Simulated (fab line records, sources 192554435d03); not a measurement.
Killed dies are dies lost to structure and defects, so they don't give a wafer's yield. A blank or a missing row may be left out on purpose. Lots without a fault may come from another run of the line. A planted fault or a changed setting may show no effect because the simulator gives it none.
Which tool did it? | flow n5_finfet | 24 lots, 72 wafers sampled, at 5 steps of a route of 1938

WHAT THE GAUGES READ, wafer by wafer
N5_BEOL_M8_THK_MEAS_01.
lot  | measured     | on            | M8_ILD_THK (nm)
L074 | day 10 23:47 | film_metro-02 | 153.3 155.1 156.1
L076 | day 11 01:01 | film_metro-02 | 153.8 152.7 157.9
L075 | day 11 05:19 | film_metro-02 | 153.1 155.4 155.6
L077 | day 11 10:11 | film_metro-02 | 153.3 155.5 156.2
L078 | day 11 19:23 | film_metro-02 | 154.1 157.2 158.6
L079 | day 12 05:33 | film_metro-01 | 151.5 155.4 153.5
L081 | day 12 07:52 | film_metro-02 | 153.3 154.7 154.7
L080 | day 12 08:05 | film_metro-01 | 152.8 154.1 158.5
L082 | day 12 16:09 | film_metro-01 | 153.5 155.6 155.2
L085 | day 12 22:57 | film_metro-01 | 152.9 155.5 156.7
L083 | day 13 00:25 | film_metro-02 | 154.0 153.4 157.4
L084 | day 13 11:54 | film_metro-02 | 154.3 159.4 156.7
L087 | day 13 17:40 | film_metro-01 | 148.8 154.3 154.1
L089 | day 13 19:37 | film_metro-01 | 151.9 152.8 153.3
L086 | day 13 19:48 | film_metro-02 | 155.4 157.9 154.7
L088 | day 14 12:10 | film_metro-02 | 151.7 151.3 157.8
L090 | day 14 16:44 | film_metro-01 | 153.4 158.1 153.7
L091 | day 15 07:33 | film_metro-02 | 150.4 151.7 153.2
L092 | day 15 10:19 | film_metro-01 | 156.5 153.9 155.0
L093 | day 15 16:28 | film_metro-01 | 151.9 157.2 155.0
L094 | day 15 16:53 | film_metro-01 | 153.5 156.0 154.2
L095 | day 15 17:21 | film_metro-01 | 155.0 154.9 158.3
L096 | day 15 17:52 | film_metro-01 | 151.6 152.5 155.6
L097 | day 16 14:02 | film_metro-02 | 151.5 152.6 157.0

N5_BEOL_M8_CD_MEAS_35: target cd 40 nm.
lot  | measured     | on        | cd_nm (nm)
L074 | day 11 06:23 | cd_sem-02 | 39.8 39.1 39.5
L076 | day 11 06:26 | cd_sem-03 | 40.6 40.7 40.7
L075 | day 11 07:58 | cd_sem-02 | 39.5 40.0 40.7
L077 | day 11 16:11 | cd_sem-03 | 40.6 39.5 40.7
L078 | day 11 23:59 | cd_sem-01 | 40.4 40.2 40.1
L079 | day 12 12:52 | cd_sem-01 | 40.1 40.1 40.9
L081 | day 12 14:26 | cd_sem-03 | 39.9 40.4 39.6
L080 | day 12 17:58 | cd_sem-01 | 38.4 40.1 40.4
L082 | day 12 20:31 | cd_sem-01 | 40.4 40.7 40.8
L085 | day 13 02:32 | cd_sem-02 | 39.9 39.6 39.5
L083 | day 13 06:02 | cd_sem-02 | 39.9 39.0 40.0
L084 | day 13 16:43 | cd_sem-02 | 39.2 39.9 40.2
L087 | day 13 22:38 | cd_sem-01 | 39.4 39.9 40.6
L089 | day 14 00:59 | cd_sem-02 | 40.2 40.3 40.3
L086 | day 14 03:20 | cd_sem-01 | 39.6 39.5 39.3
L088 | day 14 17:52 | cd_sem-02 | 40.6 40.0 40.3
L090 | day 14 21:28 | cd_sem-02 | 39.3 39.7 39.8
L091 | day 15 11:17 | cd_sem-01 | 39.1 40.5 40.1
L092 | day 15 14:10 | cd_sem-02 | 38.5 38.3 38.7
L093 | day 15 23:08 | cd_sem-02 | 40.0 40.3 40.0
L094 | day 16 02:17 | cd_sem-03 | 39.3 40.0 39.7
L095 | day 16 02:47 | cd_sem-03 | 40.4 39.8 39.2
L096 | day 16 02:41 | cd_sem-03 | 40.2 40.0 38.9
L097 | day 16 23:09 | cd_sem-03 | 40.0 39.3 39.7

WHICH TOOL RAN EACH LOT (tool, then ch and the chambers of the sampled wafers, then the start)
lot  | N5_BEOL_M7_SURFACE_TREAT_79  | N5_BEOL_M7_SPUTTER_48        | N5_BEOL_M8_ETCH_65
L074 | pvd_sputter-03, day 10 20:53 | pvd_sputter-02, day 10 21:19 | rie_diel-03 ch 1,3, day 11 05:52
L076 | pvd_sputter-03, day 10 23:12 | pvd_sputter-02, day 10 23:26 | rie_diel-01 ch 0,1,3, day 11 05:54
L075 | pvd_sputter-03, day 11 02:53 | pvd_sputter-03, day 11 03:04 | rie_diel-03 ch 0,1, day 11 07:25
L077 | pvd_sputter-02, day 11 08:06 | pvd_sputter-03, day 11 08:18 | rie_diel-05 ch 1,3, day 11 15:40
L078 | pvd_sputter-01, day 11 17:28 | pvd_sputter-01, day 11 17:43 | rie_diel-05 ch 1,2,3, day 11 23:27
L079 | pvd_sputter-03, day 12 03:02 | pvd_sputter-03, day 12 03:19 | rie_diel-01 ch 0,2,3, day 12 12:20
L081 | pvd_sputter-01, day 12 05:54 | pvd_sputter-03, day 12 06:06 | rie_diel-01 ch 1,3, day 12 13:54
L080 | pvd_sputter-03, day 12 05:58 | pvd_sputter-01, day 12 06:18 | rie_diel-01 ch 0,1,3, day 12 17:26
L082 | pvd_sputter-01, day 12 14:24 | pvd_sputter-02, day 12 14:34 | rie_diel-05 ch 0,1,3, day 12 19:59
L085 | pvd_sputter-03, day 12 19:49 | pvd_sputter-01, day 12 20:13 | rie_diel-05 ch 0,2, day 13 01:52
L083 | pvd_sputter-02, day 12 22:13 | pvd_sputter-02, day 12 22:29 | rie_diel-03 ch 1,2,3, day 13 05:31
L084 | pvd_sputter-02, day 13 09:41 | pvd_sputter-01, day 13 09:52 | rie_diel-01 ch 0,2, day 13 16:11
L087 | pvd_sputter-01, day 13 15:14 | pvd_sputter-03, day 13 15:29 | rie_diel-01 ch 0,2,3, day 13 22:01
L089 | pvd_sputter-03, day 13 16:03 | pvd_sputter-03, day 13 16:34 | rie_diel-01 ch 1,2,3, day 14 00:27
L086 | pvd_sputter-01, day 13 16:31 | pvd_sputter-03, day 13 16:46 | rie_diel-03 ch 1,3, day 14 02:49
L088 | pvd_sputter-01, day 14 09:58 | pvd_sputter-01, day 14 10:13 | rie_diel-05 ch 2,3, day 14 17:20
L090 | pvd_sputter-02, day 14 14:25 | pvd_sputter-02, day 14 14:39 | rie_diel-01 ch 1,3, day 14 20:56
L091 | pvd_sputter-02, day 15 04:48 | pvd_sputter-01, day 15 05:48 | rie_diel-01 ch 1,3, day 15 10:45
L092 | pvd_sputter-03, day 15 07:41 | pvd_sputter-02, day 15 07:55 | rie_diel-05 ch 0,1,3, day 15 13:38
L093 | pvd_sputter-03, day 15 13:14 | pvd_sputter-01, day 15 14:07 | rie_diel-05 ch 1,2,3, day 15 22:37
L094 | pvd_sputter-01, day 15 14:12 | pvd_sputter-01, day 15 14:34 | rie_diel-01 ch 1,2,3, day 16 01:45
L095 | pvd_sputter-02, day 15 15:22 | pvd_sputter-01, day 15 15:35 | rie_diel-05 ch 0,2,3, day 16 02:15
L096 | pvd_sputter-01, day 15 15:47 | pvd_sputter-02, day 15 16:03 | rie_diel-01 ch 1,2, day 16 02:09
L097 | pvd_sputter-02, day 16 11:53 | pvd_sputter-01, day 16 12:17 | rie_diel-03 ch 2,3, day 16 22:37
- N5_BEOL_M7_SURFACE_TREAT_79
- N5_BEOL_M7_SPUTTER_48: material Cu, target thk 10 nm, time 1.667 s.
- N5_BEOL_M8_ETCH_65: etches SiARC in CF4, target depth 15.6 nm, time 26 s.

WHAT THE TOOLS THEMSELVES READ (means of the sampled wafers that have a number; where no wafer has one, the mark that the record gives instead)
N5_BEOL_M7_SPUTTER_48.
lot  | tool           | chuck_sensor_temp_C (C) | throttle_valve_pct (%)
L074 | pvd_sputter-02 | -15.7                   | 28.6
L076 | pvd_sputter-02 | -15.8                   | 30.4
L075 | pvd_sputter-03 | -16.7                   | 29.1
L077 | pvd_sputter-03 | -16.4                   | 29.7
L078 | pvd_sputter-01 | -15.5                   | 30.7
L079 | pvd_sputter-03 | -16.6                   | 29.1
L081 | pvd_sputter-03 | -16.5                   | 29.5
L080 | pvd_sputter-01 | -15.7                   | 31.3
L082 | pvd_sputter-02 | -16.0                   | 28.7
L085 | pvd_sputter-01 | -15.7                   | 30.4
L083 | pvd_sputter-02 | -15.7                   | 30.5
L084 | pvd_sputter-01 | -16.0                   | 31.2
L087 | pvd_sputter-03 | -16.4                   | 29.5
L089 | pvd_sputter-03 | -16.6                   | 29.6
L086 | pvd_sputter-03 | -16.5                   | 28.8
L088 | pvd_sputter-01 | -15.6                   | 30.4
L090 | pvd_sputter-02 | -15.5                   | 29.4
L091 | pvd_sputter-01 | -15.8                   | 31.4
L092 | pvd_sputter-02 | -16.1                   | 30.2
L093 | pvd_sputter-01 | -15.6                   | 29.8
L094 | pvd_sputter-01 | -15.8                   | 31.4
L095 | pvd_sputter-01 | -16.2                   | 31.7
L096 | pvd_sputter-02 | -15.9                   | 29.8
L097 | pvd_sputter-01 | -15.7                   | 31.3

N5_BEOL_M8_ETCH_65.
lot  | tool        | drypump_motor_current_A (A) | etch_rf_on_time_s (s) | oes_product_au (a.u.) | rf_vpp_V (V) | showerhead_plenum_p_Torr (Torr) | throttle_valve_pct (%)
L074 | rie_diel-03 | 5.8                         | 25.8                  | 0.68                  | 184.5        | 2.20                            | 15.55
L076 | rie_diel-01 | 5.9                         | 25.7                  | 0.73                  | 183.9        | 2.15                            | 15.63
L075 | rie_diel-03 | 5.5                         | 25.8                  | 0.76                  | 185.6        | 2.27                            | 15.36
L077 | rie_diel-05 | 5.5                         | 25.3                  | 0.78                  | 184.3        | 2.17                            | 15.55
L078 | rie_diel-05 | 5.6                         | 26.1                  | 0.74                  | 185.4        | 2.18                            | 15.54
L079 | rie_diel-01 | 5.8                         | 25.8                  | 0.72                  | 183.9        | 2.15                            | 15.58
L081 | rie_diel-01 | 6.0                         | 24.8                  | 0.73                  | 183.4        | 2.15                            | 15.62
L080 | rie_diel-01 | 5.9                         | 25.4                  | 0.72                  | 184.4        | 2.15                            | 15.65
L082 | rie_diel-05 | 5.5                         | 25.8                  | 0.72                  | 182.4        | 2.09                            | 15.67
L085 | rie_diel-05 | 5.6                         | 26.4                  | 0.65                  | 182.4        | 2.05                            | 15.79
L083 | rie_diel-03 | 5.9                         | 26.0                  | 0.70                  | 184.8        | 2.21                            | 15.53
L084 | rie_diel-01 | 5.4                         | 26.2                  | 0.71                  | 183.0        | 2.08                            | 15.49
L087 | rie_diel-01 | 5.7                         | 25.9                  | 0.71                  | 184.0        | 2.14                            | 15.61
L089 | rie_diel-01 | 5.8                         | 25.3                  | 0.72                  | 184.1        | 2.14                            | 15.58
L086 | rie_diel-03 | 6.1                         | 25.2                  | 0.62                  | 184.5        | 2.15                            | 15.56
L088 | rie_diel-05 | 5.6                         | 26.0                  | 0.72                  | 185.6        | 2.21                            | 15.61
L090 | rie_diel-01 | 6.3                         | 25.1                  | 0.71                  | 184.8        | 2.21                            | 15.79
L091 | rie_diel-01 | 6.3                         | 25.0                  | 0.70                  | 184.3        | 2.21                            | 15.81
L092 | rie_diel-05 | 5.6                         | 26.2                  | 0.69                  | 183.2        | 2.08                            | 15.73
L093 | rie_diel-05 | 5.6                         | 26.1                  | 0.70                  | 185.4        | 2.17                            | 15.60
L094 | rie_diel-01 | 5.8                         | 24.8                  | 0.70                  | 184.2        | 2.14                            | 15.64
L095 | rie_diel-05 | 5.6                         | 26.3                  | 0.67                  | 184.5        | 2.13                            | 15.74
L096 | rie_diel-01 | 5.3                         | 25.4                  | 0.71                  | 183.6        | 2.07                            | 15.45
L097 | rie_diel-03 | 5.9                         | 26.7                  | 0.75                  | 185.0        | 2.21                            | 15.37

THE ANSWER, worked out from the rows above alone
Rule: what is usual is taken from the lots themselves. Put in order of their means at a reading, lots are off if they are a third of the lots or fewer, leave a main group of 4 or more, and stand apart from it by a gap of 3 or more times the standard deviation of the main group's means; of several such gaps the widest counts. A main group whose means are all the same, to the digits that the tables above print for the reading, isn't used. A lot without any number at a reading at which 4 lots or more have one is off too. The other lots that the step has rows for count as sound. The gauges are gone through in route order, then the tools' own readings, and for those a lot's mean is taken as printed above. The first step at which some lot is off is used, and at that step the reading that is off furthest; a lot without a number counts as furthest.
No lot is off at any reading shown: from this, nothing can be told.

WHAT THE SIMULATOR HAD PUT IN
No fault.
